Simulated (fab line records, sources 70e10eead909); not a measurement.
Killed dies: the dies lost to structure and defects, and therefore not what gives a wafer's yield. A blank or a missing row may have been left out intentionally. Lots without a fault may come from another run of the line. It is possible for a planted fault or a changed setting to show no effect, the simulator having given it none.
fab line records	flow nand-harc
record lots=24	wafers=72	last-day=25
route steps=1159 shown P_CONTACT@249 P_M0@270 P_M1@298 P_M2@334
lots that met no fault: from a run of the same line without faults
start-h: hours from the record's first day to the start of the lot's first wafer shown	wait-h: how many hours have passed since the lot's step before this one	" repeats the value in the row above	L1.1+2: a row that stands for several wafers	- either no value or no given start	* or withheld: withheld	< > ~ a bound
route shown NAME@n: NAME is a module with steps in the file, n the number in the route of the first one	usual: mean/standard deviation taken from wafers without a fault	same: alike in all rows	chamber/n: place in a boat	sites: readings site by site	_std_site: standard deviation across them	_edge_site: outer sites' mean less inner sites'	radius-mm: how far each site lies from the wafer's centre	mask NAME#n: copy n	behind: tool/chamber where the wafer was last shaped	hold: what put the lot on hold/how long, in hours/how the hold closed	device: the n, p or np transistor that did not switch	end of line: the route-end tests of the same wafers	a step without rows: its recipe alone	killed: at the first sort, the dies lost to defects and structure; wafer yield is something else	map: per-die view of a wafer (x killed, . not killed, _ where there is no die)
set.NAME: the setting the step ran with; set.NAME@STEP: the setting that earlier step ran with	model.NAME: the simulator's own value behind a step, which no gauge read
a sample of lots followed through the steps of the route, with each step as a table and each wafer as a row
services: from which hour (start-h, from the record's first day; less than 0 if before it) a tool's chamber was out of use, for how many hours, and why
## steps
# step NHARC_P_CONTACT_CMP_24
# recipe t-overpolish-s=30	target-thk-nm=200
# usual edge-zone-pressure-frac=1.000/0.0049	motor-current-A=12.3/1.2	overpolish-run-s=30.001/0.0087	time-to-endpoint-s=39/3.3
lot.wafer	tool	chamber	start-h	wait-h	edge-zone-pressure-frac	motor-current-A	overpolish-run-s	time-to-endpoint-s
L074.2	cmp-01	1	115.05	0.5	0.999	14.1	29.997	36
L074.3	"	2	"	"	1.002	12.0	30.013	40
L074.5	"	0	"	"	1.001	10.5	29.991	37
L075.2	cmp-04	3	128.72	0.5	1.003	13.2	30.010	41
L075.3	"	0	"	"	1.000	10.6	30.009	41
L075.4	"	1	"	"	0.997	12.7	30.001	32
L077.3	cmp-04	1	130.70	0.7	1.001	13.2	30.029	32
L077.2	"	3	"	"	0.997	12.8	30.008	38
L077.6	"	0	"	"	1.008	10.8	30.010	40
L076.3	cmp-01	3	130.90	0.4	0.998	12.2	30.005	34
L076.1	"	0	"	"	1.002	11.1	30.001	36
L076.6	"	3	"	"	0.992	12.2	30.009	34
L078.3	cmp-04	1	140.36	0.3	1.003	12.5	30.013	36
L078.1	"	3	"	"	1.002	13.1	30.007	41
L078.5	"	2	"	"	0.993	11.0	29.997	41
L079.1	cmp-02	0	152.75	0.5	1.001	13.0	29.996	43
L079.5	"	0	"	"	0.997	12.9	29.997	42
L079.6	"	1	"	"	1.003	13.4	29.986	40
L080.4	cmp-04	3	157.74	0.4	0.996	12.7	29.998	42
L080.6	"	0	"	"	0.997	11.4	29.986	42
L080.5	"	1	"	"	1.000	12.6	30.002	34
L081.3	cmp-01	2	157.91	0.4	1.003	13.0	30.001	44
L081.4	"	0	"	"	0.994	10.6	29.983	38
L081.6	"	2	"	"	1.010	12.3	30.000	46
L082.1	cmp-04	1	162.73	0.5	0.995	12.4	30.008	35
L082.4	"	3	"	"	1.007	12.6	29.989	41
L082.5	"	2	"	"	1.004	11.0	30.012	41
L084.3	cmp-02	0	168.22	0.3	0.998	12.8	30.002	43
L084.4	"	2	"	"	0.999	10.5	29.995	44
L084.6	"	1	"	"	0.996	13.2	30.003	43
L083.1	cmp-01	3	172.08	0.5	1.001	12.1	29.997	36
L083.2	"	1	"	"	0.999	15.0	29.986	38
L083.6	"	0	"	"	1.001	11.0	30.002	39
L086.2	cmp-01	1	193.16	0.5	0.996	15.7	30.005	39
L086.3	"	3	"	"	0.997	12.7	30.003	39
L086.5	"	1	"	"	0.998	14.9	30.005	42
L087.4	cmp-01	3	193.75	0.5	0.996	12.8	30.008	36
L087.5	"	1	"	"	0.995	15.5	29.993	39
L087.6	"	2	"	"	0.993	12.4	30.020	45
L085.2	cmp-04	0	194.76	0.8	1.003	11.3	30.001	39
L085.3	"	3	"	"	1.001	12.8	30.009	39
L085.6	"	1	"	"	1.002	13.2	30.004	34
L088.4	cmp-02	3	204.16	0.4	1.004	13.1	30.010	43
L088.2	"	0	"	"	1.009	12.4	29.997	45
L088.5	"	0	"	"	1.002	13.5	30.001	44
L089.4	cmp-04	2	210.25	0.3	1.000	11.4	29.993	43
L089.3	"	3	"	"	0.995	13.5	30.007	41
L089.1	"	0	"	"	0.998	11.1	29.994	41
L091.4	cmp-02	3	215.60	0.4	0.994	11.9	29.994	41
L091.5	"	1	"	"	0.999	12.8	29.994	41
L091.6	"	2	"	"	0.999	10.8	29.996	42
L090.3	cmp-04	2	216.79	0.4	0.999	11.4	29.982	40
L090.6	"	1	"	"	1.004	12.4	29.986	35
L090.5	"	2	"	"	0.998	11.1	30.008	40
L092.4	cmp-04	1	222.01	0.4	1.004	12.5	30.004	35
L092.3	"	3	"	"	0.998	13.1	30.010	39
L092.6	"	1	"	"	0.998	13.5	29.981	33
L094.4	cmp-01	2	227.56	0.4	0.992	12.1	30.012	45
L094.6	"	3	"	"	0.998	11.8	29.988	40
L094.5	"	0	"	"	1.000	10.9	30.012	40
L093.1	cmp-04	0	229.07	0.6	0.993	11.0	30.007	39
L093.3	"	1	"	"	0.995	12.9	29.997	33
L093.4	"	2	"	"	0.996	11.3	30.021	38
L095.1	cmp-01	0	239.83	0.5	0.999	11.3	30.002	39
L095.6	"	1	"	"	1.003	15.4	30.009	39
L095.5	"	2	"	"	0.992	12.4	30.006	45
L097.3	cmp-04	1	253.80	0.3	1.011	12.5	30.002	33
L097.1	"	3	"	"	0.995	12.6	30.002	40
L097.6	"	0	"	"	0.996	11.1	29.999	43
L096.4	cmp-01	2	254.53	0.4	1.007	12.6	29.994	43
L096.1	"	3	"	"	0.997	12.5	29.989	35
L096.2	"	0	"	"	0.999	10.9	30.003	37
# step NHARC_P_M0_STRIP_18
# recipe power-w=1000	n2-flow-sccm=150	h2-flow-sccm=150	ar-flow-sccm=0	bias-w=0	chemistry=N2/H2
# usual drypump-motor-current-A=5.5/0.43	oes-product-au=1.005/0.015	rf-vpp-V=90.9/0.99	showerhead-plenum-p-Torr=2.07/0.093	throttle-valve-pct=14.171/0.0097
lot.wafer	tool	chamber	start-h	wait-h	drypump-motor-current-A	oes-product-au	rf-hours-counter-h	rf-vpp-V	showerhead-plenum-p-Torr	throttle-valve-pct
L074.2	rie-diel-06	3	116.78	0.1	6.4	0.991	1.9	90.1	2.04	14.170
L074.3	"	0	"	"	5.1	0.995	2.5	90.8	2.19	14.161
L074.5	"	3	"	"	6.4	0.996	-	89.9	2.04	14.190
L075.3	rie-diel-09	0	130.60	0.1	5.2	1.006	2.5	90.7	1.96	14.185
L075.4	"	1	"	"	5.2	1.020	2.5	91.7	2.14	14.171
L075.2	"	2	"	"	5.9	0.999	2.6	91.6	2.15	14.163
L077.3	rie-diel-09	0	132.59	0.1	5.2	0.999	2.7	90.2	1.96	14.179
L077.2	"	1	"	"	5.2	1.013	2.6	92.5	2.14	14.176
L077.6	"	2	"	"	5.8	0.998	-	91.3	2.15	14.199
L076.3	rie-diel-06	2	132.79	0.1	5.7	1.019	3.4	90.3	2.02	14.168
L076.1	"	3	"	"	6.4	0.997	3.4	89.2	2.04	14.182
L076.6	"	2	"	"	5.7	1.023	-	90.4	2.02	14.162
L078.3	rie-diel-09	3	142.37	0.1	5.2	1.022	3.6	91.9	2.17	14.185
L078.1	"	2	"	"	5.9	1.003	3.4	93.2	2.14	14.177
L078.5	"	3	"	"	5.2	1.020	-	92.4	2.17	14.167
L079.1	rie-diel-06	3	155.01	0.1	6.5	0.998	4.4	91.2	2.04	14.144
L079.5	"	0	"	"	5.1	0.991	-	91.8	2.19	14.171
L079.6	"	1	"	"	4.8	1.000	-	91.1	2.16	14.161
L080.4	rie-diel-09	0	160.06	0.2	5.2	1.000	-	89.8	1.96	14.173
L080.5	"	0	"	"	5.2	1.006	-	89.8	1.96	14.154
L080.6	"	1	"	"	5.2	1.026	-	90.7	2.14	14.156
L081.3	rie-diel-08	0	160.24	0.1	5.2	0.994	2.7	91.9	2.15	14.170
L081.4	"	2	"	"	5.8	0.983	2.5	90.8	1.90	14.176
L081.6	"	1	"	"	5.9	1.006	-	90.4	1.99	14.185
L082.1	rie-diel-06	0	164.85	0.1	5.1	0.991	5.7	91.1	2.19	14.169
L082.4	"	1	"	"	4.8	1.004	-	93.2	2.16	14.192
L082.5	"	2	"	"	5.7	1.015	-	90.4	2.02	14.161
L084.4	rie-diel-08	2	170.10	0.1	5.8	0.984	3.2	89.6	1.90	14.166
L084.3	"	3	"	"	5.3	1.033	3.2	91.5	2.09	14.167
L084.6	"	2	"	"	5.8	0.989	-	89.1	1.90	14.184
L083.1	rie-diel-09	2	173.98	0.1	5.9	1.000	5.0	92.0	2.14	14.168
L083.2	"	0	"	"	5.2	0.993	5.9	91.7	1.96	14.157
L083.6	"	1	"	"	5.2	1.025	-	92.5	2.14	14.171
L086.2	rie-diel-09	3	194.99	0.1	5.2	1.028	4.9	91.6	2.17	14.178
L086.3	"	0	"	"	5.2	0.999	7.7	90.2	1.96	14.166
L086.5	"	3	"	"	5.2	1.026	-	91.0	2.17	14.176
L087.4	rie-diel-06	3	195.93	0.1	6.4	0.989	7.2	89.3	2.04	14.157
L087.6	"	2	"	"	5.7	1.016	-	90.4	2.02	14.157
L087.5	"	3	"	"	6.4	0.982	-	91.0	2.04	14.159
L085.3	rie-diel-06	3	196.58	0.1	6.4	0.982	7.2	91.5	2.04	14.168
L085.2	"	0	"	"	5.1	0.976	8.2	90.0	2.19	14.177
L085.6	"	3	"	"	6.4	0.983	-	88.5	2.04	14.163
L088.2	rie-diel-09	0	205.94	0.1	5.2	1.000	8.6	91.5	1.96	14.177
L088.4	"	3	"	"	5.2	1.039	5.9	90.2	2.17	14.170
L088.5	"	1	"	"	5.3	1.016	-	92.1	2.14	14.182
L089.1	rie-diel-08	1	212.08	0.1	5.9	1.022	6.1	90.5	1.98	14.166
L089.3	"	2	"	"	5.8	0.982	5.2	90.5	1.90	14.172
L089.4	"	2	"	"	5.7	0.978	-	88.8	1.90	14.172
L091.4	rie-diel-09	2	217.53	0.1	5.8	1.003	8.4	91.4	2.14	14.172
L091.5	"	3	"	"	5.2	1.024	-	90.8	2.17	14.180
L091.6	"	0	"	"	5.2	1.000	-	91.1	1.96	14.170
L090.3	rie-diel-09	0	218.83	0.1	5.2	0.998	9.5	89.2	1.96	14.172
L090.5	"	2	"	"	5.9	1.006	-	91.8	2.14	14.169
L090.6	"	3	"	"	5.2	1.027	-	91.3	2.17	14.167
L092.3	rie-diel-08	2	224.10	0.1	5.8	0.963	6.1	89.5	1.90	14.187
L092.6	"	3	"	"	5.3	1.022	-	92.4	2.09	14.175
L092.4	"	2	"	"	5.8	0.982	-	90.4	1.90	14.166
L094.5	rie-diel-08	2	229.58	0.2	5.8	0.973	-	89.5	1.90	14.192
L094.6	"	3	"	"	5.3	1.010	-	90.9	2.09	14.171
L094.4	"	1	"	"	5.9	1.011	-	91.6	1.98	14.153
L093.3	rie-diel-08	2	231.11	0.1	5.8	0.966	6.3	89.9	1.90	14.181
L093.1	"	3	"	"	5.3	1.015	6.5	90.6	2.09	14.197
L093.4	"	1	"	"	5.9	1.017	-	89.5	1.98	14.178
L095.1	rie-diel-09	0	241.63	0.1	5.2	1.000	11.5	89.0	1.96	14.183
L095.5	"	0	"	"	5.2	0.990	-	89.1	1.96	14.165
L095.6	"	1	"	"	5.2	1.020	-	91.2	2.14	14.174
L097.3	rie-diel-06	1	255.66	0.1	4.8	1.019	0.3	91.2	2.16	14.181
L097.1	"	3	"	"	6.5	0.999	0.1	92.5	2.04	14.177
L097.6	"	2	"	"	5.7	1.018	-	89.9	2.02	14.179
L096.2	rie-diel-06	1	256.40	0.1	4.8	1.001	0.4	93.0	2.16	14.175
L096.4	"	2	"	"	5.7	1.015	0.3	89.0	2.02	14.174
L096.1	"	3	"	"	6.4	0.983	0.2	91.5	2.03	14.170
# step NHARC_P_M0_DEP_32
# recipe target-thk-a=300	temp-c=370	target-thk-nm=30	pressure-torr=3	flow-sccm=200	rf-w=450	material=SiCN
# usual heater-power-w=612/64	showerhead-vpp-V=1327/58
lot.wafer	tool	chamber	start-h	wait-h	heater-power-w	showerhead-vpp-V	since-wet-clean-h
L074.3	pecvd-01	1	119.09	0.1	528	1371	50
L074.2	"	2	"	"	549	1267	50
L074.5	"	1	"	"	530	1389	-
L075.3	pecvd-03	0	132.83	0.1	690	1387	9
L075.2	"	2	"	"	676	1243	9
L075.4	"	0	"	"	681	1387	-
L077.2	pecvd-02	0	134.85	0.1	508	1331	150
L077.3	"	2	"	"	727	1421	150
L077.6	"	0	"	"	502	1323	-
L076.3	pecvd-01	0	135.03	0.1	524	1302	66
L076.1	"	2	"	"	543	1288	66
L076.6	"	0	"	"	511	1294	-
L078.1	pecvd-01	0	144.77	0.1	586	1312	76
L078.3	"	1	"	"	634	1405	-
L078.5	"	1	"	"	631	1373	-
L079.1	pecvd-03	1	157.21	0.1	634	1350	33
L079.6	"	0	"	"	665	1372	-
L079.5	"	2	"	"	590	1256	-
L080.6	pecvd-03	0	162.51	0.2	667	1384	-
L080.4	"	1	"	"	661	1377	-
L080.5	"	2	"	"	682	1235	-
L081.3	pecvd-03	0	162.72	0.1	682	1377	39
L081.6	"	0	"	"	693	1356	-
L081.4	"	1	"	"	588	1347	-
L082.1	pecvd-03	0	167.26	0.1	666	1383	43
L082.4	"	1	"	"	691	1371	-
L082.5	"	2	"	"	661	1255	-
L084.3	pecvd-01	1	172.43	0.1	640	1376	103
L084.4	"	2	"	"	529	1258	-
L084.6	"	0	"	"	572	1285	-
L083.2	pecvd-01	1	176.25	0.1	607	1379	107
L083.1	"	0	"	"	584	1306	107
L083.6	"	1	"	"	616	1377	-
L086.2	pecvd-03	2	197.68	0.1	656	1248	73
L086.3	"	0	"	"	712	1378	74
L086.5	"	1	"	"	677	1338	-
L085.2	pecvd-02	1	198.87	0.1	533	1269	33
L085.3	"	2	"	"	628	1411	33
L085.6	"	1	"	"	527	1257	-
L087.4	pecvd-03	0	198.89	0.2	688	1403	-
L087.6	"	1	"	"	707	1357	-
L087.5	"	2	"	"	595	1246	-
L088.2	pecvd-02	0	208.32	0.1	482	1347	42
L088.5	"	0	"	"	496	1335	-
L088.4	"	1	"	"	500	1277	-
L089.3	pecvd-02	1	214.39	0.1	571	1278	48
L089.1	"	0	"	"	500	1313	48
L089.4	"	2	"	"	726	1428	-
L091.6	pecvd-02	2	219.88	0.2	644	1418	-
L091.5	"	0	"	"	576	1316	-
L091.4	"	1	"	"	572	1240	-
L090.3	pecvd-03	2	221.30	0.2	673	1254	-
L090.6	"	0	"	"	673	1357	-
L090.5	"	2	"	"	658	1235	-
L092.3	pecvd-03	1	226.35	0.1	674	1355	102
L092.6	"	2	"	"	679	1265	-
L092.4	"	0	"	"	579	1387	-
L094.5	pecvd-03	1	231.91	0.2	669	1353	-
L094.6	"	2	"	"	610	1246	-
L094.4	"	0	"	"	618	1404	-
L093.3	pecvd-01	1	233.53	0.1	564	1396	164
L093.1	"	0	"	"	519	1284	164
L093.4	"	0	"	"	516	1293	-
L095.1	pecvd-03	0	243.94	0.1	650	1377	120
L095.5	"	2	"	"	667	1269	-
L095.6	"	0	"	"	682	1401	-
L097.1	pecvd-01	1	257.95	0.1	529	1385	8
L097.3	"	2	"	"	577	1280	8
L097.6	"	0	"	"	594	1315	-
L096.1	pecvd-01	1	258.68	0.1	622	1374	9
L096.2	"	0	"	"	505	1325	9
L096.4	"	0	"	"	521	1319	-
# step NHARC_P_M1_DESCUM_14
# recipe time-s=3	o2-flow-sccm=200	ar-flow-sccm=0	bias-power-w=0	chemistry=O2
# usual drypump-motor-current-A=5.7/0.4	o2-flow-sccm=200.1/0.63	oes-product-au=0.993/0.012	rf-vpp-V=57.6/0.86	showerhead-plenum-p-Torr=1.88/0.086	throttle-valve-pct=11.310/0.0086
lot.wafer	tool	chamber	start-h	wait-h	drypump-motor-current-A	o2-flow-sccm	oes-product-au	rf-hours-counter-h	rf-vpp-V	showerhead-plenum-p-Torr	throttle-valve-pct
L074.3	rie-diel-05	1	120.48	0.1	6.0	200.5	0.994	2	57.7	1.94	11.305
L074.2	"	2	"	"	5.7	199.7	0.991	2	57.5	1.87	11.307
L074.5	"	0	"	"	5.5	200.4	0.987	-	57.3	2.03	11.317
L075.3	rie-diel-05	3	134.27	0.1	5.6	200.2	0.989	3	58.6	1.81	11.319
L075.4	"	0	"	"	5.4	199.9	0.975	3	58.9	2.03	11.294
L075.2	"	1	"	"	6.0	200.2	0.987	3	58.5	1.94	11.295
L077.2	rie-diel-05	0	136.28	0.1	5.5	200.2	0.983	3	57.2	2.03	11.300
L077.3	"	1	"	"	6.0	200.0	0.991	3	57.4	1.94	11.296
L077.6	"	3	"	"	5.6	199.7	0.983	-	57.6	1.81	11.309
L076.3	rie-diel-02	0	136.46	0.1	5.6	200.4	0.990	9	57.7	1.79	11.318
L076.1	"	3	"	"	5.1	199.4	0.976	8	57.9	1.79	11.302
L076.6	"	0	"	"	5.6	199.4	1.005	-	57.0	1.79	11.300
L078.3	rie-diel-07	3	146.22	0.1	5.5	200.8	0.967	8	57.9	2.03	11.299
L078.1	"	0	"	"	5.7	199.9	0.991	6	58.8	1.93	11.315
L078.5	"	0	"	"	5.7	199.4	0.986	-	57.3	1.93	11.297
L079.1	rie-diel-07	3	158.74	0.1	5.5	200.8	0.982	9	58.0	2.03	11.298
L079.5	"	3	"	"	5.5	200.4	0.980	-	57.8	2.03	11.302
L079.6	"	0	"	"	5.7	199.9	0.996	-	57.1	1.93	11.313
L080.4	rie-diel-02	3	163.80	0.1	5.1	199.3	0.978	0	58.2	1.79	11.321
L080.5	"	2	"	"	6.5	200.0	1.003	-	58.3	1.83	11.303
L080.6	"	3	"	"	5.1	200.3	0.974	-	57.5	1.79	11.309
L081.3	rie-diel-07	3	164.15	0.1	5.5	199.5	0.972	10	58.3	2.03	11.325
L081.4	"	1	"	"	5.5	199.4	0.995	10	58.0	1.90	11.309
L081.6	"	2	"	"	6.5	200.0	1.011	-	57.0	1.87	11.319
L082.4	rie-diel-07	3	168.61	0.1	5.5	197.9	0.984	10	57.0	2.03	11.296
L082.1	"	2	"	"	6.5	199.9	1.008	10	57.1	1.87	11.306
L082.5	"	0	"	"	5.7	200.2	0.990	-	58.2	1.93	11.297
L084.4	rie-diel-05	2	173.78	0.1	5.7	200.4	1.001	0	57.8	1.87	11.313
L084.3	"	0	"	"	5.5	200.1	0.984	0	57.2	2.03	11.321
L084.6	"	2	"	"	5.7	200.2	0.998	-	56.9	1.87	11.303
L083.2	rie-diel-07	1	177.68	0.1	5.5	199.2	1.009	11	57.3	1.90	11.318
L083.1	"	0	"	"	5.7	200.7	0.986	8	59.0	1.93	11.316
L083.6	"	1	"	"	5.5	199.4	1.008	-	58.0	1.90	11.319
L086.2	rie-diel-02	2	198.93	0.1	6.5	200.0	1.013	2	58.1	1.83	11.328
L086.3	"	3	"	"	5.1	199.6	0.980	2	57.8	1.79	11.307
L086.5	"	2	"	"	6.5	199.8	1.010	-	58.4	1.83	11.317
L087.4	rie-diel-02	2	200.08	0.1	6.5	199.8	1.003	2	58.5	1.83	11.310
L087.6	"	3	"	"	5.1	200.4	0.984	-	57.6	1.79	11.307
L087.5	"	0	"	"	5.7	199.7	0.997	-	56.1	1.79	11.325
L085.3	rie-diel-05	0	200.14	0.1	5.5	200.5	0.992	0	58.1	2.03	11.308
L085.2	"	3	"	"	5.6	199.8	1.006	0	57.7	1.81	11.317
L085.6	"	1	"	"	5.9	200.5	1.002	-	58.2	1.94	11.315
L088.4	rie-diel-07	2	209.69	0.1	6.5	199.6	1.012	12	59.3	1.87	11.300
L088.2	"	3	"	"	5.5	200.9	0.993	12	58.1	2.03	11.301
L088.5	"	3	"	"	5.5	200.2	0.995	-	57.8	2.03	11.314
L089.3	rie-diel-02	3	215.69	0.1	5.1	200.6	0.982	3	57.6	1.79	11.308
L089.1	"	0	"	"	5.7	199.5	0.995	2	57.5	1.79	11.313
L089.4	"	1	"	"	5.2	200.0	0.992	2	57.1	1.79	11.308
L091.5	rie-diel-07	2	221.46	0.2	6.4	199.3	1.021	-	56.6	1.86	11.311
L091.6	"	3	"	"	5.5	200.9	0.976	-	59.0	2.03	11.301
L091.4	"	0	"	"	5.7	199.2	0.980	-	56.5	1.93	11.297
L090.3	rie-diel-07	0	222.91	0.1	5.7	200.6	0.983	12	57.2	1.93	11.302
L090.5	"	2	"	"	6.5	200.8	1.018	-	57.0	1.86	11.294
L090.6	"	3	"	"	5.5	200.6	0.985	-	57.7	2.03	11.295
L092.4	rie-diel-05	3	227.81	0.1	5.6	200.6	1.004	1	59.2	1.81	11.299
L092.3	"	0	"	"	5.5	201.2	0.986	1	58.8	2.03	11.307
L092.6	"	2	"	"	5.7	200.8	0.994	-	57.5	1.87	11.329
L094.4	rie-diel-05	0	233.23	0.1	5.5	200.1	0.977	1	58.0	2.03	11.315
L094.6	"	2	"	"	5.7	200.5	0.994	-	58.5	1.87	11.307
L094.5	"	3	"	"	5.6	199.4	0.996	-	56.7	1.81	11.311
L093.3	rie-diel-05	2	234.97	0.1	5.7	199.9	0.995	2	57.6	1.87	11.311
L093.1	"	0	"	"	5.5	201.5	0.986	1	57.7	2.03	11.313
L093.4	"	1	"	"	6.0	201.1	0.995	1	57.9	1.94	11.308
L095.1	rie-diel-02	0	245.35	0.1	5.7	200.1	0.990	5	56.6	1.79	11.309
L095.6	"	2	"	"	6.5	200.6	1.010	-	56.7	1.83	11.304
L095.5	"	3	"	"	5.1	200.5	0.983	-	58.4	1.79	11.302
L097.1	rie-diel-02	2	259.51	0.1	6.5	199.0	0.996	6	57.8	1.83	11.322
L097.3	"	3	"	"	5.1	200.1	0.975	6	58.9	1.79	11.301
L097.6	"	0	"	"	5.7	199.2	0.965	-	56.5	1.79	11.312
L096.1	rie-diel-02	3	260.12	0.1	5.1	200.5	0.983	6	57.6	1.79	11.329
L096.2	"	0	"	"	5.7	200.2	0.978	6	56.9	1.79	11.324
L096.4	"	2	"	"	6.4	199.7	1.012	6	56.7	1.83	11.303
# step NHARC_P_M2_CD_MEAS_16
# usual cd-nm=170.5/1.1
lot.wafer	tool	chamber	start-h	wait-h	cd-nm
L074.2	cd-sem-02	-	124.90	-	171.3
L074.3	"	-	"	"	170.4
L074.5	"	-	"	"	170.7
L075.2	cd-sem-02	-	139.13	-	171.7
L075.3	"	-	"	"	171.5
L075.4	"	-	"	"	170.9
L077.2	cd-sem-02	-	140.79	-	170.7
L077.3	"	-	"	"	172.0
L077.6	"	-	"	"	169.4
L076.1	cd-sem-03	-	140.84	-	168.4
L076.3	"	-	"	"	171.0
L076.6	"	-	"	"	169.2
L078.1	cd-sem-02	-	150.60	-	171.8
L078.3	"	-	"	"	169.2
L078.5	"	-	"	"	169.7
L079.1	cd-sem-03	-	163.21	-	169.8
L079.5	"	-	"	"	170.4
L079.6	"	-	"	"	169.6
L080.4	cd-sem-03	-	168.26	-	171.3
L080.5	"	-	"	"	169.7
L080.6	"	-	"	"	169.9
L081.3	cd-sem-03	-	168.68	-	172.4
L081.4	"	-	"	"	172.6
L081.6	"	-	"	"	172.7
L082.1	cd-sem-03	-	173.06	-	171.1
L082.4	"	-	"	"	170.5
L082.5	"	-	"	"	171.3
L084.3	cd-sem-01	-	178.30	-	172.0
L084.4	"	-	"	"	170.7
L084.6	"	-	"	"	171.2
L083.1	cd-sem-02	-	182.11	-	170.4
L083.2	"	-	"	"	170.7
L083.6	"	-	"	"	171.9
L086.2	cd-sem-02	-	203.43	-	169.5
L086.3	"	-	"	"	170.4
L086.5	"	-	"	"	170.7
L087.4	cd-sem-03	-	204.59	-	169.7
L087.5	"	-	"	"	171.2
L087.6	"	-	"	"	170.6
L085.2	cd-sem-03	-	205.04	-	168.8
L085.3	"	-	"	"	169.6
L085.6	"	-	"	"	170.3
L088.2	cd-sem-02	-	214.33	-	170.1
L088.4	"	-	"	"	170.2
L088.5	"	-	"	"	170.8
L089.1	cd-sem-01	-	220.37	-	170.7
L089.3	"	-	"	"	169.7
L089.4	"	-	"	"	168.7
L091.4	cd-sem-03	-	225.95	-	171.9
L091.5	"	-	"	"	171.7
L091.6	"	-	"	"	170.5
L090.3	cd-sem-01	-	227.59	-	170.6
L090.5	"	-	"	"	172.1
L090.6	"	-	"	"	171.7
L092.3	cd-sem-01	-	232.34	-	170.1
L092.4	"	-	"	"	169.8
L092.6	"	-	"	"	169.7
L094.4	cd-sem-02	-	237.80	-	168.9
L094.5	"	-	"	"	170.1
L094.6	"	-	"	"	169.4
L093.1	cd-sem-03	-	239.45	-	170.5
L093.3	"	-	"	"	170.7
L093.4	"	-	"	"	169.0
L095.1	cd-sem-02	-	250.51	-	170.7
L095.5	"	-	"	"	169.8
L095.6	"	-	"	"	170.1
L097.1	cd-sem-01	-	263.86	-	169.9
L097.3	"	-	"	"	170.6
L097.6	"	-	"	"	169.8
L096.1	cd-sem-03	-	264.64	-	172.5
L096.2	"	-	"	"	171.8
L096.4	"	-	"	"	172.5
# step NHARC_P_M2_DEGAS_29
# recipe temp-c=250	time-s=60
# usual heater-power-w=340/39
lot.wafer	tool	chamber	start-h	wait-h	heater-power-w
L074.2	pvd-sputter-01	-	125.67	-	354
L074.3	"	-	"	"	332
L074.5	"	-	"	"	360
L075.4	pvd-sputter-03	-	139.84	-	367
L075.3	"	-	"	"	268
L075.2	"	-	"	"	351
L076.3	pvd-sputter-01	-	141.55	-	330
L076.1	"	-	"	"	353
L076.6	"	-	"	"	349
L077.3	pvd-sputter-03	-	141.61	-	342
L077.2	"	-	"	"	373
L077.6	"	-	"	"	343
L078.1	pvd-sputter-02	-	151.32	-	424
L078.3	"	-	"	"	373
L078.5	"	-	"	"	309
L079.1	pvd-sputter-03	-	163.94	-	357
L079.6	"	-	"	"	270
L079.5	"	-	"	"	343
L080.4	pvd-sputter-01	-	168.98	-	336
L080.6	"	-	"	"	320
L080.5	"	-	"	"	346
L081.3	pvd-sputter-03	-	169.42	-	364
L081.4	"	-	"	"	271
L081.6	"	-	"	"	339
L082.1	pvd-sputter-03	-	173.77	-	269
L082.4	"	-	"	"	361
L082.5	"	-	"	"	272
L084.4	pvd-sputter-01	-	179.01	-	320
L084.3	"	-	"	"	338
L084.6	"	-	"	"	327
L083.1	pvd-sputter-01	-	182.84	-	340
L083.2	"	-	"	"	340
L083.6	"	-	"	"	351
L086.2	pvd-sputter-03	-	204.14	-	361
L086.3	"	-	"	"	339
L086.5	"	-	"	"	355
L087.4	pvd-sputter-02	-	205.32	-	368
L087.6	"	-	"	"	339
L087.5	"	-	"	"	307
L085.2	pvd-sputter-03	-	205.75	-	363
L085.3	"	-	"	"	266
L085.6	"	-	"	"	376
L088.2	pvd-sputter-03	-	215.06	-	358
L088.4	"	-	"	"	267
L088.5	"	-	"	"	340
L089.3	pvd-sputter-01	-	221.09	-	334
L089.1	"	-	"	"	366
L089.4	"	-	"	"	338
L091.4	pvd-sputter-03	-	226.66	-	271
L091.5	"	-	"	"	372
L091.6	"	-	"	"	268
L090.3	pvd-sputter-03	-	228.31	-	279
L090.6	"	-	"	"	381
L090.5	"	-	"	"	274
L092.4	pvd-sputter-01	-	233.08	-	322
L092.3	"	-	"	"	346
L092.6	"	-	"	"	369
L094.4	pvd-sputter-03	-	238.53	-	365
L094.6	"	-	"	"	267
L094.5	"	-	"	"	343
L093.1	pvd-sputter-02	-	240.17	-	437
L093.3	"	-	"	"	345
L093.4	"	-	"	"	308
L095.1	pvd-sputter-02	-	251.24	-	400
L095.6	"	-	"	"	353
L095.5	"	-	"	"	305
L097.1	pvd-sputter-03	-	264.57	-	274
L097.3	"	-	"	"	368
L097.6	"	-	"	"	272
L096.1	pvd-sputter-02	-	265.37	-	341
L096.2	"	-	"	"	307
L096.4	"	-	"	"	447
## services
tool	chamber	start-h	hours	kind
rie-diel-02	-	93.07	0.2	repair
cmp-01	-	98.23	0.4	repair
pvd-sputter-03	-	102.00	10.0	pm
cmp-04	-	105.09	4.0	pm
rie-diel-07	0	106.04	4.7	repair
cmp-01	-	110.92	0.3	repair
pecvd-03	-	111.23	13.0	pm
rie-diel-09	1	111.70	5.0	repair
cmp-04	-	113.60	0.9	repair
rie-diel-02	3	127.21	4.0	repair
cmp-04	-	127.30	0.9	repair
rie-diel-06	3	133.53	4.0	repair
pecvd-01	2	136.79	23.4	repair
pecvd-03	1	140.82	4.3	repair
rie-diel-06	-	140.95	1.6	repair
rie-diel-02	-	150.70	9.0	pm
rie-diel-09	2	153.55	8.5	repair
rie-diel-09	-	155.86	0.8	repair
rie-diel-09	3	158.89	35.7	repair
cmp-01	-	179.50	4.0	pm
rie-diel-09	1	185.50	4.7	repair
cmp-04	-	203.21	4.0	pm
pvd-sputter-03	-	246.26	15.1	repair
rie-diel-09	-	254.31	9.0	pm
## key
fault none
